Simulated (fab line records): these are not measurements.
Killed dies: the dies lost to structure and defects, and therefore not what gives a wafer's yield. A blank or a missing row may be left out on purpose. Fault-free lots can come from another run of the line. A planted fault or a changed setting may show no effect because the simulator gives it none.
Matching of chambers :: flow n5 finfet :: N5_MIM_TOP_ALD_00 on ald hk-03: 4 sister chambers
The step deposits Al2O3, purge time 3 s, co reactant pulse time 3 s. 14 wafers are shown with their chamber, then 7 later ones without.

WAFERS PAIRED WITH THEIR CHAMBERS
wafer: L074.2
chamber: 0
precursor pulse height rel: 0.993

wafer: L074.4
chamber: 1
precursor pulse height rel: 0.999

wafer: L074.6
chamber: 0
precursor pulse height rel: 1.010

wafer: L078.1
chamber: 0
precursor pulse height rel: 1.011

wafer: L078.3
chamber: 3
precursor pulse height rel: 1.005

wafer: L078.4
chamber: 1
precursor pulse height rel: 1.017

wafer: L080.2
chamber: 1
precursor pulse height rel: 0.991

wafer: L080.3
chamber: 0
precursor pulse height rel: 1.004

wafer: L080.6
chamber: 2
precursor pulse height rel: 0.999

wafer: L085.2
chamber: 1
precursor pulse height rel: 0.963

wafer: L085.3
chamber: 0
precursor pulse height rel: 0.992

wafer: L085.5
chamber: 0
precursor pulse height rel: 0.984

wafer: L087.1
chamber: 0
precursor pulse height rel: 1.031

wafer: L087.3
chamber: 2
precursor pulse height rel: 0.976

SIGNATURES, as means of the wafers listed above
reading: precursor pulse height rel
chamber 0: 1.00357
chamber 1: 0.99250
chamber 2: 0.98750
chamber 3: 1.00500
scatter within a chamber: 0.018
Rule: for a wafer and a chamber, the distance is found by dividing, reading by reading, the gap between the wafer's reading and the chamber's mean by the reading's scatter, squaring, summing and taking the root. If the next closest chamber is less than 2 further off than the closest, the wafer can't be placed; otherwise it belongs to the closest. The scatter: the root of (the sum of the squares of (reading less its chamber's mean) over the shown wafers, divided by (wafers less chambers)).

WAFERS WHOSE CHAMBER IS MISSING
wafer: L087.6
precursor pulse height rel: 0.991

wafer: L090.1
precursor pulse height rel: 1.016

wafer: L090.3
precursor pulse height rel: 1.006

wafer: L090.5
precursor pulse height rel: 1.011

wafer: L096.1
precursor pulse height rel: 0.969

wafer: L096.2
precursor pulse height rel: 1.025

wafer: L096.5
precursor pulse height rel: 1.020

EACH ONE'S CHAMBER
wafer: L087.6
from the rows above: can't be placed: 1 or 2 or 0 or 3
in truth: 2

wafer: L090.1
from the rows above: can't be placed: 3 or 0 or 1 or 2
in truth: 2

wafer: L090.3
from the rows above: can't be placed: 3 or 0 or 1 or 2
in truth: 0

wafer: L090.5
from the rows above: can't be placed: 3 or 0 or 1 or 2
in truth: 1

wafer: L096.1
from the rows above: can't be placed: 2 or 1 or 0 or 3
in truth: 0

wafer: L096.2
from the rows above: can't be placed: 3 or 0 or 1 or 2
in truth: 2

wafer: L096.5
from the rows above: can't be placed: 3 or 0 or 1 or 2
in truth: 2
0 of 7 placed correctly. Can't be placed from these rows: 7 (the true chamber is among the candidates in 7). 0 placed wrongly.
